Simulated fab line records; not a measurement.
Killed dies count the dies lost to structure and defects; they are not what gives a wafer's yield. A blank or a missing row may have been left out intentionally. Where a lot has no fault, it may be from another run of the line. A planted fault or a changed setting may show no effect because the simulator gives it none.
fab line records	flow nand-harc	part 2 of 2: steps 23 to 33 of 33
record: lots: 5	wafers: 15	last-day: 24
route steps=1159 shown A_SIN_REMOVE@808 A_WL_FILL@809 A_CONTACT@840
lots that met no fault: taken from a fault-free run of the same line
start-h: hours from the record's first day to the start of the lot's first wafer shown	wait-h: time in hours since the lot's previous step	" repeats the value in the row above	L1.1+2: several wafers, shown together as one row	- either no value or no given start	* or withheld: withheld	< > ~ a bound
route shown NAME@n: names a module that has steps shown in the file, with the first one's number in the route	usual: average and standard deviation across the fault-free wafers	same: alike in all rows	chamber/n: place in a boat	sites: readings site by site	_std_site: the values' standard deviation	_edge_site: mean of outer sites minus mean of inner sites	radius-mm: how far each site lies from the wafer's centre	mask NAME#n: copy n	behind: the most recent tool/chamber to have shaped the wafer	hold: cause of the lot's hold/its duration in hours/its outcome	device: transistor that didn't switch, given as n, p or np	end of line: tests of these same wafers at the route's end	a step with no rows: only its recipe	killed: dies lost to structure and defects at the first sort, not the wafer's yield	map: a wafer's dies, x killed, . not, _ none there
set.NAME: the setting the step ran with; set.NAME@STEP: the setting that earlier step ran with	model.NAME: the simulator's own value behind a step, which no gauge read
a table for each step, a row for each wafer; lots at some steps of the route
services: a tool's chamber out of use, with start hour (start-h, from the record's first day; less than 0 if before it), hours out, and reason
== steps ==
step: NHARC_A_WL_FILL_ALD_19
recipe: target-thk-a: 20	pulse-time-s: 3	ald-cycles: 100	temp-c: 450	material: TiN
usual: heater-power-w: 1038/93	precursor-pulse-height-rel: 1.001/0.019
lot.wafer	tool	chamber	start-h	wait-h	heater-power-w	precursor-pulse-height-rel
L078.3	ald-metal-04	2	383.43	0.2	925	1.018
L078.4	"	0	"	"	1054	0.999
L078.5	"	1	"	"	1016	1.021
L079.3	ald-metal-04	1	399.81	0.1	1028	0.999
L079.1	"	2	"	"	931	1.017
L079.5	"	1	"	"	1012	1.014
L089.2	ald-metal-01	2	440.47	0.1	1108	1.027
L089.3	"	3	"	"	1067	1.017
L089.4	"	0	"	"	1036	1.011
L090.4	ald-metal-04	2	462.15	0.2	924	1.018
L090.5	"	1	"	"	1000	0.997
L090.6	"	2	"	"	928	1.009
L094.3	ald-metal-01	1	473.44	0.1	1060	0.992
L094.4	"	2	"	"	1202	1.000
L094.6	"	0	"	"	1041	0.966
step: NHARC_A_WL_FILL_CVD_20
recipe: target-thk-a: 750	temp-c: 300	pressure-torr: 40	wf6-flow-sccm: 40	h2-flow-sccm: 1600	ar-flow-sccm: 1560	time-s: 5064	material: W
usual: heater-power-w: 479/24	throttle-valve-pct: 7.71/0.21
lot.wafer	tool	chamber	start-h	wait-h	heater-power-w	throttle-valve-pct
L078.4	cvd-w-01	1	-	-	490	8.04
L078.3	"	0	"	"	499	7.52
L078.5	"	0	"	"	519	7.65
L079.1	cvd-w-02	0	-	-	448	7.62
L079.3	"	1	"	"	467	7.73
L079.5	"	0	"	"	452	7.64
L089.2	cvd-w-02	0	-	-	462	7.70
L089.3	"	1	"	"	477	7.93
L089.4	"	0	"	"	465	7.57
L090.4	cvd-w-01	0	-	-	517	7.39
L090.6	"	0	"	"	493	7.67
L090.5	"	1	"	"	502	7.92
L094.4	cvd-w-01	1	-	-	497	8.21
L094.3	"	0	"	"	515	7.47
L094.6	"	0	"	"	500	7.49
step: NHARC_A_WL_FILL_CMP_12
recipe: t-overpolish-s: 30	target-thk-nm: 75
usual: edge-zone-pressure-frac: 1.000/0.0051	motor-current-A: 11.7/0.95	overpolish-run-s: 29.999/0.0091	retaining-ring-pressure-frac: 1.000/0.0047	slurry-filter-dp-kPa: 13.48/0.14	slurry-flow-ml-min: 150.0/0.5	time-to-endpoint-s: 14.8/2.6
same: t-overpolish-s: 30
lot.wafer	tool	chamber	start-h	wait-h	edge-zone-pressure-frac	motor-current-A	overpolish-run-s	retaining-ring-pressure-frac	slurry-filter-dp-kPa	slurry-flow-ml-min	time-to-endpoint-s
L078.3	cmp-03	0	396.18	2.2	1.001	10.6	29.996	1.003	13.44	150.4	13.8
L078.4	"	2	"	"	0.992	12.8	30.008	1.006	13.47	150.7	13.5
L078.5	"	0	"	"	0.999	10.8	29.989	0.997	13.54	150.4	15.0
L079.1	cmp-02	0	415.03	4.3	1.003	13.1	29.994	0.997	13.45	151.1	18.3
L079.3	"	2	"	"	1.000	10.9	29.991	0.994	13.56	150.7	18.4
L079.5	"	0	"	"	1.002	13.0	29.986	0.998	13.42	151.0	16.6
L089.4	cmp-02	3	451.89	2.2	1.003	11.0	29.987	0.998	13.43	149.6	15.5
L089.3	"	0	"	"	1.009	13.4	29.990	0.995	13.42	150.3	16.0
L089.2	"	2	"	"	1.003	10.9	30.002	1.008	13.34	150.2	16.6
L090.4	cmp-04	0	471.90	3.0	1.005	11.7	30.002	1.000	13.51	150.2	11.9
L090.5	"	1	"	"	1.009	10.7	30.000	0.998	13.47	149.4	10.6
L090.6	"	2	"	"	0.997	13.0	29.990	1.001	13.46	149.9	11.2
L094.4	cmp-02	2	478.71	2.9	1.004	10.7	29.980	1.006	13.56	149.5	13.6
L094.3	"	3	"	"	0.996	11.0	30.010	0.999	13.70	149.9	13.9
L094.6	"	2	"	"	1.006	10.7	30.018	1.011	13.44	149.7	14.5
step: NHARC_A_WL_FILL_SRD_31
lot.wafer	tool	chamber	start-h	wait-h
L078.4+3+5	wet-bench-05	4,6,7	396.48	0.0
L079.5+3+1	wet-bench-06	7,0,2	415.36	0.0
L089.2+3+4	wet-bench-05	6,7,0	452.22	0.0
L090.6+4+5	wet-bench-07	1,2,4	472.15	0.0
L094.4+3+6	wet-bench-05	0,1,4	479.04	0.0
step: NHARC_A_WL_FILL_INSPECT_15
usual: raw-defect-count: 381/110
lot.wafer	tool	chamber	start-h	wait-h	raw-defect-count
L078.3	defect-inspect-01	-	396.63	0.0	229
L078.4	"	-	"	"	224
L078.5	"	-	"	"	234
L079.1	defect-inspect-02	-	415.53	0.0	314
L079.3	"	-	"	"	444
L079.5	"	-	"	"	246
L089.2	defect-inspect-01	-	452.35	0.0	377
L089.3	"	-	"	"	374
L089.4	"	-	"	"	404
L090.4	defect-inspect-02	-	472.30	0.0	479
L090.5	"	-	"	"	203
L090.6	"	-	"	"	553
L094.3	defect-inspect-02	-	479.18	0.0	379
L094.4	"	-	"	"	335
L094.6	"	-	"	"	554
step: NHARC_A_CONTACT_DEP_24
recipe: target-thk-a: 5000	temp-c: 400	pressure-torr: 6.5	rf-w: 900	teos-flow-sccm: 161.4	flow-sccm: 2650	target-thk-nm: 500	gas: O2	material: SiO2
usual: heater-power-w: 545/87	showerhead-vpp-V: 1817/82	throttle-valve-pct: 16.0/0.64
lot.wafer	tool	chamber	start-h	wait-h	heater-power-w	showerhead-vpp-V	throttle-valve-pct
L078.3	pecvd-03	1	396.69	0.1	529	1749	15.6
L078.4	"	2	"	"	537	1670	16.0
L078.5	"	0	"	"	495	1869	16.5
L079.3	pecvd-03	1	415.60	0.1	434	1753	15.7
L079.1	"	2	"	"	464	1704	15.9
L079.5	"	1	"	"	459	1760	15.9
L089.2	pecvd-02	1	452.42	0.1	508	1783	16.7
L089.3	"	2	"	"	739	1877	15.3
L089.4	"	2	"	"	558	1877	15.3
L090.5	pecvd-01	1	472.57	0.3	684	1816	14.7
L090.4	"	2	"	"	415	1856	16.0
L090.6	"	0	"	"	569	1949	16.3
L094.3	pecvd-02	2	479.37	0.2	692	1892	15.2
L094.4	"	0	"	"	616	1797	16.4
L094.6	"	1	"	"	585	1748	16.8
step: NHARC_A_CONTACT_DEP_28
recipe: target-thk-a: 36000	temp-c: 400	material: aC
usual: throttle-valve-pct: 34.999/0.0094
lot.wafer	tool	chamber	start-h	wait-h	throttle-valve-pct
L078.3	acl-dep-03	0	398.03	0.8	35.003
L078.4	"	0	"	"	35.006
L078.5	"	0	"	"	35.003
L079.1	acl-dep-03	0	422.80	6.6	34.997
L079.3	"	0	"	"	34.997
L079.5	"	0	"	"	35.004
L089.2	acl-dep-02	0	453.39	0.4	35.021
L089.3	"	0	"	"	35.000
L089.4	"	0	"	"	34.997
L090.4	acl-dep-02	0	474.64	1.7	34.992
L090.5	"	0	"	"	34.983
L090.6	"	0	"	"	34.986
L094.3	acl-dep-03	0	482.44	2.6	35.005
L094.4	"	0	"	"	35.015
L094.6	"	0	"	"	35.009
step: NHARC_A_CONTACT_DEP_29
recipe: target-thk-a: 700	target-thk-nm: 70	temp-c: 400	pressure-torr: 3.5	flow-sccm: 200	rf-w: 350	material: SiON
usual: heater-power-w: 725/88	showerhead-vpp-V: 1133/52
lot.wafer	tool	chamber	start-h	wait-h	heater-power-w	showerhead-vpp-V
L078.3	pecvd-03	0	399.55	1.1	598	1179
L078.4	"	2	"	"	719	1048
L078.5	"	0	"	"	596	1179
L079.3	pecvd-02	2	425.02	1.1	830	1169
L079.1	"	0	"	"	810	1103
L079.5	"	2	"	"	819	1170
L089.3	pecvd-03	0	455.22	1.1	559	1156
L089.2	"	1	"	"	714	1115
L089.4	"	0	"	"	565	1156
L090.4	pecvd-02	0	475.84	0.8	825	1097
L090.5	"	1	"	"	697	1114
L090.6	"	2	"	"	881	1160
L094.3	pecvd-02	0	483.96	1.2	793	1107
L094.4	"	2	"	"	847	1171
L094.6	"	0	"	"	794	1117
step: NHARC_A_CONTACT_DEHYDRATE_32
recipe: temp-c: 150	time-s: 120
lot.wafer	tool	chamber	start-h	wait-h
L078.3+4+5	litho-track-06	0	399.79	0.2
L079.1+3+5	litho-track-01	0	425.26	0.2
L089.2+3+4	litho-track-01	0	455.49	0.2
L090.4+5+6	litho-track-01	0	476.03	0.2
L094.3+4+6	litho-track-04	0	484.21	0.2
step: NHARC_A_CONTACT_HMDS_33
recipe: time-s: 30
lot.wafer	tool	chamber	start-h	wait-h
L078.3+4+5	litho-track-06	0	-	-
L079.1+3+5	litho-track-01	0	-	-
L089.2+3+4	litho-track-01	0	-	-
L090.4+5+6	litho-track-01	0	-	-
L094.3+4+6	litho-track-04	0	-	-
step: NHARC_A_CONTACT_COAT_34
recipe: temp-c: 260	time-s: 75
lot.wafer	tool	chamber	start-h	wait-h
L078.3+4+5	litho-track-06	0	-	-
L079.1+3+5	litho-track-01	0	-	-
L089.2+3+4	litho-track-01	0	-	-
L090.4+5+6	litho-track-01	0	-	-
L094.3+4+6	litho-track-04	0	-	-
== services ==
tool	chamber	start-h	hours	kind
pecvd-03	-	336.87	1.7	repair
plasma-asher-02	-	338.78	2.1	repair
rie-diel-10	-	353.50	9.0	pm
rie-si-06	-	360.00	9.0	pm
ald-metal-04	3	360.33	28.0	repair
plasma-asher-02	-	360.42	9.0	pm
rie-diel-10	0	362.82	5.2	repair
cmp-02	-	366.11	5.5	repair
wet-bench-05	-	372.80	8.0	pm
rie-diel-10	3	374.36	6.5	repair
cvd-w-02	-	376.32	13.0	pm
rie-metal-02	-	388.00	9.0	pm
ald-metal-04	-	406.00	10.0	pm
ald-hk-01	-	407.92	10.0	pm
rie-si-06	2	419.93	3.5	repair
rie-si-06	0	426.26	14.8	repair
rie-diel-10	0	432.27	7.2	repair
litho-track-01	-	443.00	7.0	pm
wet-bench-07	-	448.01	8.0	pm
ald-metal-01	-	458.00	10.0	pm
pecvd-03	-	473.39	13.0	pm
ald-metal-01	-	477.70	0.6	repair
cvd-w-01	-	477.95	13.0	pm
wet-bench-06	-	481.60	8.0	pm
